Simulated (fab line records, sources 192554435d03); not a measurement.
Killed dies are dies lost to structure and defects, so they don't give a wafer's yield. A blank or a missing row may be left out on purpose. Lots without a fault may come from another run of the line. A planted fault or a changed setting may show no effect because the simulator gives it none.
fab line records | flow n5_finfet | part 2 of 2: steps 6 to 6 of 6
record lots=9 wafers=27 last_day=17
route steps=1938 shown SD_EPI_N@279 BEOL_M4@1111 PASSIVATION@1936
lots that met no fault: from a run of the same line without faults
start_h: hours from the record's first day to the start of the lot's first wafer shown | wait_h: hours since the lot's step before | " the same as in the row above | L1.1+2: a row that stands for several wafers | - no value, or no start given | * or withheld: withheld | < > ~ a bound
route shown NAME@n: a module of which the file shows steps, and the number in the route of the first | usual: mean/standard deviation of fault-free wafers | same: alike in all rows | chamber/n: place in a boat | sites: the reading at each site | _std_site: their standard deviation | _edge_site: outer sites' mean less inner sites' | radius_mm: how far each site lies from the wafer's centre | mask NAME#n: copy n | behind: the tool/chamber that last shaped the wafer | hold: why the lot was held/for how many hours/how that ended | device: the transistor (n, p or np) that didn't switch | end of line: the same wafers' tests at the end of the route | a step without rows: its recipe alone | killed: dies lost to structure and defects at the first sort, not the wafer's yield | map: a wafer's dies, x killed, . not, _ none there
set.NAME: the setting as run; set.NAME@STEP: as run at that earlier step | model.NAME: the simulator's own value behind a step, which no gauge read
steps of the route over a sample of lots; a table a step, a row a wafer
services: from which hour (start_h, from the record's first day; less than 0 if before it) a tool's chamber was out of use, for how many hours, and why
## steps
# step N5_PASSIVATION_PROBE_49
# usual defect_limited_yield=91.2/1.5 killed_at_M0_to_M3=35/11 killed_at_M4_up=13/5.6 killed_at_contacts=13/6.3 killed_at_front_end=38/12 killed_at_other=3.7/2.9 killed_dies=104/18 killed_open=69/13 killed_short=34/8.3 sort_bin_5_function=5.2/0.95 sort_bin_6_memory=3.3/0.68 sort_bin_8_speed=0/0 sort_n_pass=1076/18 sort_yield_pct=91.2/1.5
# same gross_dies=1180 killed_at_back_side=0 sort_bin_4_leakage[%]=0
# columns lot.wafer tool chamber start_h wait_h defect_limited_yield[%] killed_at_M0_to_M3 killed_at_M4_up killed_at_contacts killed_at_front_end killed_at_other killed_dies killed_open killed_short sort_bin_5_function[%] sort_bin_6_memory[%] sort_bin_8_speed[%] sort_n_pass sort_yield_pct[%]
L416.1 prober-02 - 299.68 0.0 90.7 40 14 14 39 3 110 79 27 5.9 2.8 0 1070 90.7
L416.4 prober-02 - 299.83 0.2 92.7 28 13 18 23 4 86 63 21 4.1 3.1 0 1094 92.7
L416.5 prober-02 - 299.88 0.2 88.4 54 12 4 62 5 137 84 49 7.4 3.7 0 1043 88.4
L421.2 prober-02 - 333.00 0.1 90.2 29 10 10 65 2 116 76 39 5.4 4.0 90.17 0 0
L421.4 prober-02 - 333.10 0.2 91.2 32 12 14 46 0 104 75 28 5.7 2.9 91.19 0 0
L421.5 prober-02 - 333.15 0.2 87.1 49 17 25 59 2 152 98 52 7.7 4.6 87.12 0 0
L422.3 prober-01 - 333.66 0.1 91.3 28 14 7 50 4 103 68 33 5.8 2.8 91.27 0 0
L422.4 prober-01 - 333.71 0.2 89.5 39 10 24 43 8 124 85 39 5.8 4.5 89.49 0 0
L422.5 prober-01 - 333.76 0.2 91.6 23 18 14 40 4 99 68 29 4.7 3.5 91.61 0 0
L426.2 prober-01 - 349.91 0.1 93.1 34 12 0 33 2 81 57 23 4.4 1.9 0 1099 93.1
L426.4 prober-01 - 350.01 0.2 87.1 42 20 12 76 2 152 107 42 7.8 5.0 0 1028 87.1
L426.6 prober-01 - 350.11 0.3 88.7 52 24 15 39 3 133 85 48 6.6 4.2 0 1047 88.7
L427.2 prober-01 - 359.80 0.1 89.9 50 17 10 41 1 119 73 45 5.6 4.0 0 1061 89.9
L427.3 prober-01 - 359.85 0.1 90.0 47 15 12 42 2 118 78 39 5.2 4.5 0 1062 90.0
L427.4 prober-01 - 359.90 0.2 91.0 32 10 13 47 4 106 70 36 5.2 3.6 0 1074 91.0
L428.3 prober-01 - 362.83 0.1 93.4 28 6 11 26 7 78 53 25 3.9 2.5 0 1102 93.4
L428.4 prober-01 - 362.88 0.2 92.5 29 5 14 35 6 89 62 27 3.7 3.6 0 1091 92.5
L428.5 prober-01 - 362.93 0.2 92.9 30 4 1 38 11 84 52 32 4.2 2.9 0 1096 92.9
L431.1 prober-02 - 383.69 0.0 93.1 31 13 18 19 0 81 54 27 4.2 2.6 0 1099 93.1
L431.2 prober-02 - 383.74 0.1 91.4 33 8 21 37 2 101 62 37 4.4 3.3 0 1079 91.4
L431.5 prober-02 - 383.89 0.2 92.7 23 16 18 27 2 86 59 26 4.3 2.9 0 1094 92.7
L432.1 prober-02 - 394.17 0.0 91.3 35 19 18 23 8 103 66 35 5.1 3.4 0 1077 91.3
L432.4 prober-02 - 394.32 0.2 90.4 42 23 24 21 3 113 76 36 5.8 3.4 0 1067 90.4
L432.5 prober-02 - 394.37 0.2 88.5 54 24 25 32 1 136 95 40 7.1 4.2 0 1044 88.5
L434.2 prober-02 - 397.98 0.6 88.6 45 9 15 64 1 134 74 60 7.4 3.5 0 1046 88.6
L434.3 prober-02 - 398.03 0.7 90.4 33 7 11 62 0 113 69 43 5.2 3.8 0 1067 90.4
L434.5 prober-02 - 398.13 0.8 91.6 31 11 12 42 3 99 63 36 5.6 2.5 0 1081 91.6
# killed by level:class
L416.1 MOL_CONTACT_COAG:geometric_particle:open=14 FIN_SAQP:geometric_particle:open=10 STI_FIN_REVEAL:geometric_particle:open=8 BEOL_M2:geometric_particle:open=8 BEOL_M1:geometric_particle:open=6 BEOL_M3:geometric_particle:open=6 DUMMY_GATE:geometric_particle:open=5 BEOL_M0_SAQP:geometric_particle:open=5
L416.4 MOL_CONTACT_COAG:geometric_particle:open=14 STI_FIN_REVEAL:geometric_particle:open=9 BEOL_M2:geometric_particle:open=9 BEOL_M3:geometric_particle:open=6 BEOL_M4:geometric_particle:open=5 MOL_CONTACT_COAG:geometric_particle:short=4 BEOL_M1:geometric_particle:open=4 BEOL_M3:geometric_particle:short=4
L416.5 BEOL_M0_SAQP:geometric_particle:short=15 FIN_SAQP:geometric_particle:open=12 STI_FIN_REVEAL:geometric_particle:open=11 BEOL_M0_SAQP:geometric_particle:open=10 BEOL_M3:geometric_particle:open=10 FIN_SAQP:geometric_particle:short=9 BEOL_M2:geometric_particle:open=7 GATE_CUT:geometric_particle:short=6
L421.2 FIN_SAQP:geometric_particle:short=17 FIN_SAQP:geometric_particle:open=16 STI_FIN_REVEAL:geometric_particle:open=12 MOL_CONTACT_COAG:geometric_particle:open=8 BEOL_M0_SAQP:geometric_particle:open=8 GATE_CUT:geometric_particle:short=5 BEOL_M0_SAQP:geometric_particle:short=5 STARTING-WAFER:geometric_particle:open=5
L421.4 FIN_SAQP:geometric_particle:open=13 MOL_CONTACT_COAG:geometric_particle:open=12 STI_FIN_REVEAL:geometric_particle:open=11 FIN_SAQP:geometric_particle:short=10 BEOL_M0_SAQP:geometric_particle:open=8 BEOL_M0_SAQP:geometric_particle:short=7 BEOL_M1:geometric_particle:open=6 BEOL_M4:geometric_particle:open=5
L421.5 FIN_SAQP:geometric_particle:short=24 MOL_CONTACT_COAG:geometric_particle:open=21 BEOL_M2:geometric_particle:open=12 FIN_SAQP:geometric_particle:open=11 BEOL_M0_SAQP:geometric_particle:open=11 BEOL_M0_SAQP:geometric_particle:short=11 BEOL_M4:geometric_particle:open=6 BEOL_M3:geometric_particle:open=6
L422.3 FIN_SAQP:geometric_particle:open=21 FIN_SAQP:geometric_particle:short=11 BEOL_M0_SAQP:geometric_particle:open=10 BEOL_M4:geometric_particle:open=7 BEOL_M0_SAQP:geometric_particle:short=5 BEOL_M1:geometric_particle:open=5 BEOL_M1:geometric_particle:short=4 MOL_CONTACT_COAG:geometric_particle:short=3
L422.4 MOL_CONTACT_COAG:geometric_particle:open=19 BEOL_M0_SAQP:geometric_particle:open=14 FIN_SAQP:geometric_particle:open=13 BEOL_M0_SAQP:geometric_particle:short=11 DUMMY_GATE:geometric_particle:open=9 BEOL_M1:geometric_particle:open=9 FIN_SAQP:geometric_particle:short=6 MOL_CONTACT_COAG:geometric_particle:short=5
L422.5 FIN_SAQP:geometric_particle:open=12 MOL_CONTACT_COAG:geometric_particle:open=11 FIN_SAQP:geometric_particle:short=7 DUMMY_GATE:geometric_particle:open=7 BEOL_M3:geometric_particle:open=6 BEOL_M4:geometric_particle:open=6 BEOL_M0_SAQP:geometric_particle:short=5 BEOL_M1:geometric_particle:open=5
L426.2 BEOL_M0_SAQP:geometric_particle:open=15 FIN_SAQP:geometric_particle:open=8 FIN_SAQP:geometric_particle:short=5 BEOL_M2:geometric_particle:open=5 GATE_CUT:geometric_particle:short=4 BEOL_M0_SAQP:geometric_particle:short=4 DUMMY_GATE:geometric_particle:open=3 BEOL_M0:geometric_particle:open=3
L426.4 FIN_SAQP:geometric_particle:open=32 FIN_SAQP:geometric_particle:short=21 BEOL_M0_SAQP:geometric_particle:open=15 MOL_CONTACT_COAG:geometric_particle:open=11 BEOL_M0_SAQP:geometric_particle:short=9 BEOL_M4:geometric_particle:open=8 GATE_CUT:geometric_particle:open=7 STI_FIN_REVEAL:geometric_particle:open=6
L426.6 MOL_CONTACT_COAG:geometric_particle:open=12 BEOL_M0_SAQP:geometric_particle:short=11 BEOL_M0_SAQP:geometric_particle:open=11 BEOL_M4:geometric_particle:open=11 BEOL_M1:geometric_particle:open=8 BEOL_M2:geometric_particle:open=7 BEOL_M3:geometric_particle:open=7 STI_FIN_REVEAL:geometric_particle:open=5
L427.2 STI_FIN_REVEAL:geometric_particle:open=12 BEOL_M2:geometric_particle:open=10 BEOL_M0_SAQP:geometric_particle:open=10 BEOL_M1:geometric_particle:open=9 BEOL_M4:geometric_particle:open=9 STI_FIN_REVEAL:geometric_particle:short=8 BEOL_M0_SAQP:geometric_particle:short=8 MOL_CONTACT_COAG:geometric_particle:short=5
L427.3 BEOL_M1:geometric_particle:open=16 BEOL_M0_SAQP:geometric_particle:short=12 FIN_SAQP:geometric_particle:open=10 STI_FIN_REVEAL:geometric_particle:open=10 MOL_CONTACT_COAG:geometric_particle:open=9 BEOL_M0_SAQP:geometric_particle:open=8 FIN_SAQP:geometric_particle:short=5 BEOL_M5:geometric_particle:open=5
L427.4 STI_FIN_REVEAL:geometric_particle:open=19 BEOL_M1:geometric_particle:open=10 MOL_CONTACT_COAG:geometric_particle:open=10 BEOL_M3:geometric_particle:open=8 FIN_SAQP:geometric_particle:open=6 FIN_SAQP:geometric_particle:short=6 BEOL_M0_SAQP:geometric_particle:open=4 BEOL_M5:geometric_particle:short=4
L428.3 MOL_CONTACT_COAG:geometric_particle:open=7 BEOL_M3:geometric_particle:open=6 STI_FIN_REVEAL:geometric_particle:open=5 BEOL_M1:geometric_particle:open=5 MOL_CONTACT_COAG:geometric_particle:short=4 BEOL_M0_SAQP:geometric_particle:open=4 BEOL_M0:geometric_particle:open=4 FIN_SAQP:geometric_particle:open=3
L428.4 STI_FIN_REVEAL:geometric_particle:open=10 MOL_CONTACT_COAG:geometric_particle:open=10 BEOL_M0:geometric_particle:open=7 BEOL_M3:geometric_particle:open=7 GATE_CUT:geometric_particle:short=5 DUMMY_GATE:geometric_particle:open=4 BEOL_M2:geometric_particle:open=4 MOL_CONTACT_COAG:geometric_particle:short=4
L428.5 BEOL_M0_SAQP:geometric_particle:short=9 STI_FIN_REVEAL:geometric_particle:open=8 GATE_CUT:geometric_particle:short=7 FIN_SAQP:geometric_particle:open=6 FIN_SAQP:geometric_particle:short=5 DUMMY_GATE:geometric_particle:open=5 BEOL_M0_SAQP:geometric_particle:open=5 BEOL_M2:geometric_particle:open=5
L431.1 MOL_CONTACT_COAG:geometric_particle:open=13 BEOL_M0_SAQP:geometric_particle:short=8 BEOL_M2:geometric_particle:open=8 FIN_SAQP:geometric_particle:open=6 MOL_CONTACT_COAG:geometric_particle:short=5 BEOL_M0_SAQP:geometric_particle:open=4 BEOL_M5:geometric_particle:open=4 FIN_SAQP:geometric_particle:short=3
L431.2 MOL_CONTACT_COAG:geometric_particle:open=19 BEOL_M3:geometric_particle:open=10 GATE_CUT:geometric_particle:short=7 FIN_SAQP:geometric_particle:short=6 BEOL_M1:geometric_particle:open=6 BEOL_M0_SAQP:geometric_particle:short=5 BEOL_M0_SAQP:geometric_particle:open=5 FIN_SAQP:geometric_particle:open=4
L431.5 MOL_CONTACT_COAG:geometric_particle:open=13 BEOL_M3:geometric_particle:open=8 STI_FIN_REVEAL:geometric_particle:open=5 BEOL_M2:geometric_particle:open=5 MOL_CONTACT_COAG:geometric_particle:short=5 BEOL_M5:geometric_particle:open=5 FIN_SAQP:geometric_particle:short=4 GATE_CUT:geometric_particle:short=4
L432.1 MOL_CONTACT_COAG:geometric_particle:open=14 BEOL_M4:geometric_particle:open=11 BEOL_M0_SAQP:geometric_particle:open=10 BEOL_M0_SAQP:geometric_particle:short=10 BEOL_M2:geometric_particle:open=6 STI_FIN_REVEAL:geometric_particle:open=4 MOL_CONTACT_COAG:geometric_particle:short=4 PASS1_CAP:geometric_particle:open=4
L432.4 MOL_CONTACT_COAG:geometric_particle:open=17 BEOL_M0_SAQP:geometric_particle:open=10 BEOL_M4:geometric_particle:open=10 STI_FIN_REVEAL:geometric_particle:open=9 BEOL_M0_SAQP:geometric_particle:short=9 MOL_CONTACT_COAG:geometric_particle:short=7 BEOL_M2:geometric_particle:open=7 BEOL_M3:geometric_particle:open=6
L432.5 MOL_CONTACT_COAG:geometric_particle:open=22 BEOL_M0_SAQP:geometric_particle:short=17 BEOL_M4:geometric_particle:open=16 BEOL_M0_SAQP:geometric_particle:open=13 STI_FIN_REVEAL:geometric_particle:open=11 BEOL_M3:geometric_particle:open=9 BEOL_M1:geometric_particle:open=6 GATE_CUT:geometric_particle:open=5
L434.2 FIN_SAQP:geometric_particle:short=18 FIN_SAQP:geometric_particle:open=15 BEOL_M0_SAQP:geometric_particle:short=13 STI_FIN_REVEAL:geometric_particle:open=12 MOL_CONTACT_COAG:geometric_particle:open=12 BEOL_M0_SAQP:geometric_particle:open=11 BEOL_M0:geometric_particle:short=8 BEOL_M4:geometric_particle:open=7
L434.3 FIN_SAQP:geometric_particle:short=20 FIN_SAQP:geometric_particle:open=18 STI_FIN_REVEAL:geometric_particle:open=14 BEOL_M0_SAQP:geometric_particle:short=12 MOL_CONTACT_COAG:geometric_particle:open=9 BEOL_M0_SAQP:geometric_particle:open=9 BEOL_M3:geometric_particle:open=4 GATE_CUT:geometric_particle:open=3
L434.5 STI_FIN_REVEAL:geometric_particle:open=13 MOL_CONTACT_COAG:geometric_particle:open=12 BEOL_M0_SAQP:geometric_particle:short=9 FIN_SAQP:geometric_particle:short=7 BEOL_M0_SAQP:geometric_particle:open=7 BEOL_M4:geometric_particle:open=6 BEOL_M2:geometric_particle:open=5 FIN_SAQP:geometric_particle:open=4
## services
# columns tool chamber start_h hours kind
rie_diel-04 2 44.97 6.9 repair
rie_diel-04 - 59.15 0.5 repair
ald_sin-01 1 59.55 1.4 repair
rie_diel-04 - 63.20 14.6 pm
ald_sin-02 2 79.01 4.0 repair
ald_sin-04 - 85.12 6.0 pm
rie_diel-03 3 90.78 8.7 repair
ald_sin-04 2 114.10 2.2 repair
rie_diel-03 2 120.65 6.2 repair
rie_diel-01 1 121.10 5.2 repair
ald_sin-04 - 136.39 2.8 pm
rie_diel-03 0 155.80 6.7 repair
ald_sin-02 3 156.59 14.0 repair
ald_sin-01 - 159.36 2.8 pm
ald_sin-01 - 163.98 6.0 pm
rie_diel-04 3 168.49 - clean
rie_diel-04 3 168.49 - consumable_replace:focus_ring
rie_diel-04 3 168.49 13.4 scheduled_down
rie_diel-04 3 168.49 13.4 vent_cycle
epi_rpcvd-04 - 168.86 1.7 repair
ald_sin-04 - 177.00 14.0 pm
ald_sin-04 0 177.00 14.0 vent_cycle
ald_sin-04 1 177.00 14.0 vent_cycle
ald_sin-04 2 177.00 14.0 vent_cycle
## key
first_sign step=N5_SD_EPI_N_VAPOR_ETCH_50 reading=tool_record direction=missing
effect step=N5_BEOL_M4_RC_MEAS_101 reading=REXT_N direction=up sigmas=53 usual=75.3 struck=153.3
effect step=N5_BEOL_M4_RC_MEAS_101 reading=ION_N direction=down sigmas=18 usual=673 struck=522
effect step=N5_BEOL_M4_RC_MEAS_101 reading=VT_N direction=up sigmas=9.6 usual=249.4 struck=272.3
effect step=N5_BEOL_M4_RC_MEAS_101 reading=DIBL_N direction=down sigmas=9.3 usual=36.3 struck=24.7
effect step=N5_BEOL_M4_RC_MEAS_101 reading=VT_N_LVT direction=up sigmas=8 usual=98.3 struck=120.7
effect step=N5_BEOL_M4_RC_MEAS_101 reading=IOFF_N_LIN direction=down sigmas=6.5 usual=0.075 struck=0.026
effect step=N5_BEOL_M4_RC_MEAS_101 reading=IOFF_N_85C direction=down sigmas=6.3 usual=3.2 struck=1.0
effect step=N5_BEOL_M4_RC_MEAS_101 reading=IOFF_N direction=down sigmas=6 usual=0.164 struck=0.043
effect step=N5_BEOL_M4_RC_MEAS_101 reading=CJ_N direction=down sigmas=5.5 usual=4.37 struck=3.93
effect step=N5_BEOL_M4_RC_MEAS_101 reading=SS_N direction=down sigmas=4.5 usual=71.6 struck=69.7
effect step=N5_BEOL_M4_RC_MEAS_101 reading=IOFF_N_LONG direction=down sigmas=4 usual=5.57e-05 struck=4.81e-05
effect step=N5_PASSIVATION_PROBE_49 reading=sort_bin_8_speed direction=up sigmas=99+ usual=0 struck=90.14
met_at N5_SD_EPI_N_VAPOR_ETCH_50
struck_lots L421,L422
not_acting_at N5_SD_EPI_N_ETCH_16,N5_SD_EPI_N_STRIP_38,N5_SD_EPI_N_LINER_46
fault kind=skipped_step_whole tool=epi_rpcvd-03 chamber=- onset_h=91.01 steps=N5_SD_EPI_N_VAPOR_ETCH_50 scope=struck_lots_only
